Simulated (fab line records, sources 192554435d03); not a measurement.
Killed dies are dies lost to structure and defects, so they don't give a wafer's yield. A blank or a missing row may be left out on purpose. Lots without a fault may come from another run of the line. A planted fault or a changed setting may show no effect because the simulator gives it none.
A struck lot beside a sound one | flow n5_finfet | 41 steps out of a route of 1938
Sound: wafers L838.2, L838.3, L838.4. Struck: wafers L829.2, L829.4, L829.5. The cause comes at the end.
At each step with rows: each side's tool, then ch and its chambers, then its first start. Under that, the readings that differ: sound wafers | struck wafers | difference of the means | sigmas: that difference in standard deviations of wafers without a fault.
alike: readings whose means differ by less than 2 such deviations, and words and numbers that are the same on both sides. not compared: withheld readings, readings that some wafer has no value for, bounds like >300 that may hide the same value, and numbers for which the record gives no deviation and whose values overlap.
The two part at a step that has a row with sigmas, a row that says differs or no value, or rows on one side only. Numbers that don't overlap but have no deviation are shown without sigmas and don't part them. A reading that every wafer of one side lacks parts them only if that side has two wafers or more.

first, 2 steps without rows for these wafers: N5_BEOL_M3_SPUTTER_48 (material Cu, target thk 4.5 nm, time 8.29 s); N5_BEOL_M3_ANNEAL_49 (time 240 s).
N5_BEOL_M3_SPUTTER_79: material Cu, target thk 4.5 nm, time 8.29 s.
  sound on pvd_sputter-01, day 11 15:47; struck on pvd_sputter-03, day 9 15:29
  alike: chamber_pressure_pa, throttle_valve_pct
then, 4 steps without rows for these wafers: N5_BEOL_M3_ANNEAL_80 (time 240 s); N5_BEOL_M3_SPUTTER_81 (material Cu, target thk 4.5 nm, time 8.29 s); N5_BEOL_M3_ANNEAL_82 (time 240 s); N5_BEOL_M3_SPUTTER_86 (material Cu, target thk 4.5 nm, time 8.29 s).
N5_BEOL_M3_ANNEAL_87: time 240 s.
  sound on pvd_sputter-01, day 11 16:19; struck on pvd_sputter-03, day 9 16:01
  alike: heater_power_w
then, 2 steps without rows for these wafers: N5_BEOL_M3_SPUTTER_88 (material Cu, target thk 4.5 nm, time 8.29 s); N5_BEOL_M3_ANNEAL_89 (time 240 s).
N5_BEOL_M3_SPUTTER_90: material Cu, target thk 4.5 nm, time 8.29 s.
  sound on pvd_sputter-01, day 11 16:40; struck on pvd_sputter-03, day 9 16:22
  alike: chamber_pressure_pa, throttle_valve_pct
then, 1 step without rows for these wafers: N5_BEOL_M3_ANNEAL_91 (time 240 s).
N5_BEOL_M3_SPUTTER_92: material Cu, target thk 4.5 nm, time 8.29 s.
  sound on pvd_sputter-01, day 11 16:53; struck on pvd_sputter-03, day 9 16:35
  alike: chamber_pressure_pa, throttle_valve_pct
then, 7 steps without rows for these wafers: N5_BEOL_M3_ANNEAL_93 (time 240 s); N5_BEOL_M3_SPUTTER_94 (material Cu, target thk 4.5 nm, time 8.29 s); N5_BEOL_M3_ANNEAL_95 (time 240 s); N5_BEOL_M3_SPUTTER_96 (material Cu, target thk 4.5 nm, time 8.29 s); N5_BEOL_M3_ECD_50 (material Cu, target thk 300 nm); N5_BEOL_M3_ANNEAL_51 (time 90 s); N5_BEOL_M3_CMP_52 (polishes, stops on SiOC, t overpolish 6.8 s, target thk 40 nm).
N5_BEOL_M3_PRE_CLEAN_60: time 15 s.
  sound on cvd_co-02 ch 0,1,2, day 11 18:27; struck on cvd_co-02 ch 0,2, day 9 17:51
  alike: heater_power_w
N5_BEOL_M3_CO_CAP_55: material Co, precursor CCTBA/H2, target thk 2 nm, time 102.1 s.
  sound on cvd_co-02 ch 0,1,2, day 11 18:29; struck on cvd_co-02 ch 0,2, day 9 17:53
  alike: heater_power_w
then, 2 steps without rows for these wafers: N5_BEOL_M3_PRE_CLEAN_56 (time 15 s); N5_BEOL_M3_DEP_57 (deposits SiCN from 3MS/NH3, target thk 8 nm, time 14 s).
N5_BEOL_M3_RS_MEAS_58: measures by four-point-probe.
  sound on film_metro-01, day 11 18:40; struck on film_metro-02, day 9 18:04
  alike: M3_RS
then, 1 step without rows for these wafers: N5_BEOL_M4_ILD_DEP_00 (deposits SiOC from DEMS/O2, target thk 79 nm, time 15.3 s).
N5_BEOL_M4_THK_MEAS_01:
  sound on film_metro-02, day 11 18:49; struck on film_metro-01, day 9 18:12
  alike: M4_ILD_THK
then, 11 steps without rows for these wafers: N5_BEOL_M4_PECVD_72 (deposits SiO2 from TEOS/O2, target thk 16 nm, time 18 s); N5_BEOL_M4_HM_DEP_02 (deposits TiN, target thk 20 nm); N5_BEOL_M4_COAT_61 (time 60 s, resist thk 60 nm); N5_BEOL_M4_COAT_62 (time 60 s, resist thk 12 nm); N5_BEOL_M4_COAT_73 (time 60 s, resist thk 5 nm); N5_BEOL_M4_COAT_05 (resist thk 30 nm); N5_BEOL_M4_EBR_07; N5_BEOL_M4_SOFTBAKE_06 (time 60 s); N5_BEOL_M4_EXPOSE_08 (exposes mask M4); N5_BEOL_M4_PEB_09 (peb time 60 s); N5_BEOL_M4_DEVELOP_10 (develop time 30 s).
N5_BEOL_M4_CD_MEAS_11: target cd 16.79 nm.
  sound on cd_sem-03 ch 0, day 11 20:47; struck on cd_sem-02 ch 0, day 9 22:35
  alike: cd_nm
N5_BEOL_M4_OVL_MEAS_12:
  sound on overlay-01 ch 0, day 11 20:49; struck on overlay-01 ch 0, day 9 22:38
  alike: M4_OVL
-- the record jumps here: 5 days lie between the struck wafers' starts before and after (it left off in module BEOL_M4 and takes up again in module PASSIVATION, whose first step shown is number 1936 of the route) --
N5_PASSIVATION_PROBE_49:
  sound on prober-02, day 18 10:11; struck on prober-02, day 15 06:16
  reading                  | sound          | struck         | difference | sigmas
  defect_limited_yield (%) | 92.6 91.4 92.5 | 82.2 83.3 89.9 | -7.0       | -5
  killed_at_M0_to_M3       | 26 34 22       | 147 144 74     | +94        | +9
  killed_dies              | 87 102 89      | 210 197 119    | +83        | +5
  sort_bin_5_function (%)  | 4.2 5.3 4.7    | 11.1 10.9 6.5  | +4.8       | +5
  sort_n_pass              | 1093 1078 1091 | 970 983 1061   | -83        | -5
  sort_yield_pct (%)       | 92.6 91.4 92.5 | 82.2 83.3 89.9 | -7.0       | -5
  alike: killed_at_M4_up, killed_at_contacts, killed_at_front_end, killed_at_other, killed_open, killed_short, sort_bin_6_memory

WHERE THEY PART
Only at N5_PASSIVATION_PROBE_49, within this record.

WHY: what the simulator had put in
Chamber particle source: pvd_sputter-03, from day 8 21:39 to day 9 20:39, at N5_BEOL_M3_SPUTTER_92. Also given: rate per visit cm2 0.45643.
